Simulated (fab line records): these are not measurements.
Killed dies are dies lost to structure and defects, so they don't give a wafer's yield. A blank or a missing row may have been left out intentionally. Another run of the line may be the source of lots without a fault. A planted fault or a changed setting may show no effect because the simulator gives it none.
Matching of chambers + flow nand_harc + rie_diel-13 running NHARC_P_GATE_DESCUM_31: 4 sister chambers
The step chemistry O2, time 3 s. 16 wafers are shown with their chamber, then 8 later ones without.

WAFERS, EACH WITH ITS CHAMBER
| wafer  | chamber | drypump_motor_current_A (A) | showerhead_plenum_p_Torr (Torr) | oes_product_au (a.u.) |
|--------|---------|-----------------------------|---------------------------------|-----------------------|
| L790.3 | 3       | 5.6                         | 2.01                            | 1.016                 |
| L790.4 | 2       | 6.2                         | 1.78                            | 1.015                 |
| L790.5 | 3       | 5.6                         | 2.01                            | 1.000                 |
| L795.1 | 1       | 6.0                         | 1.95                            | 1.005                 |
| L795.2 | 0       | 5.1                         | 1.83                            | 1.003                 |
| L795.6 | 2       | 6.2                         | 1.78                            | 1.020                 |
| L796.1 | 3       | 5.6                         | 2.00                            | 1.005                 |
| L796.4 | 2       | 6.2                         | 1.78                            | 1.020                 |
| L796.5 | 2       | 6.2                         | 1.78                            | 1.027                 |
| L801.3 | 1       | 6.1                         | 1.95                            | 1.011                 |
| L801.4 | 0       | 5.1                         | 1.82                            | 1.007                 |
| L801.5 | 3       | 5.6                         | 2.00                            | 1.013                 |
| L803.2 | 1       | 6.0                         | 1.95                            | 1.009                 |
| L803.3 | 2       | 6.2                         | 1.78                            | 1.021                 |
| L803.5 | 3       | 5.6                         | 2.00                            | 1.007                 |
| L808.2 | 2       | 6.2                         | 1.77                            | 1.011                 |

SIGNATURES (averages over the wafers above)
| reading                  | chamber 0 | chamber 1 | chamber 2 | chamber 3 | scatter within a chamber |
|--------------------------|-----------|-----------|-----------|-----------|--------------------------|
| drypump_motor_current_A  | 5.100     | 6.033     | 6.200     | 5.600     | 0.0236                   |
| showerhead_plenum_p_Torr | 1.8250    | 1.9500    | 1.7783    | 2.0040    | 0.00459                  |
| oes_product_au           | 1.00500   | 1.00833   | 1.01900   | 1.00820   | 0.00532                  |
Rule: a wafer's distance from a chamber is the root of the sum, over the readings, of the square of ((its reading less the chamber's mean) divided by the reading's scatter). The wafer belongs to the nearest chamber; if the next one is less than 2 further off, it can't be placed. The scatter: take each reading less its chamber's mean, square it, sum over the shown wafers, divide by the number of wafers less the number of chambers, and take the root.

WAFERS WHOSE CHAMBER IS MISSING
| wafer  | drypump_motor_current_A (A) | showerhead_plenum_p_Torr (Torr) | oes_product_au (a.u.) |
|--------|-----------------------------|---------------------------------|-----------------------|
| L808.4 | 5.1                         | 1.82                            | 1.004                 |
| L808.5 | 6.0                         | 1.95                            | 1.003                 |
| L806.1 | 5.6                         | 2.00                            | 1.007                 |
| L806.2 | 6.0                         | 1.95                            | 0.994                 |
| L806.5 | 6.2                         | 1.78                            | 1.025                 |
| L813.2 | 6.2                         | 1.77                            | 1.018                 |
| L813.3 | 6.1                         | 1.94                            | 1.001                 |
| L813.5 | 5.6                         | 2.00                            | 0.996                 |

THE CHAMBER EACH PASSED THROUGH
| wafer  | from the rows above | in truth |
|--------|---------------------|----------|
| L808.4 | 0                   | 0        |
| L808.5 | 1                   | 1        |
| L806.1 | 3                   | 3        |
| L806.2 | 1                   | 1        |
| L806.5 | 2                   | 2        |
| L813.2 | 2                   | 2        |
| L813.3 | 1                   | 1        |
| L813.5 | 3                   | 3        |
Correct placement for 8 of the 8. Number that these rows cannot place: 0. Placed wrongly: 0.
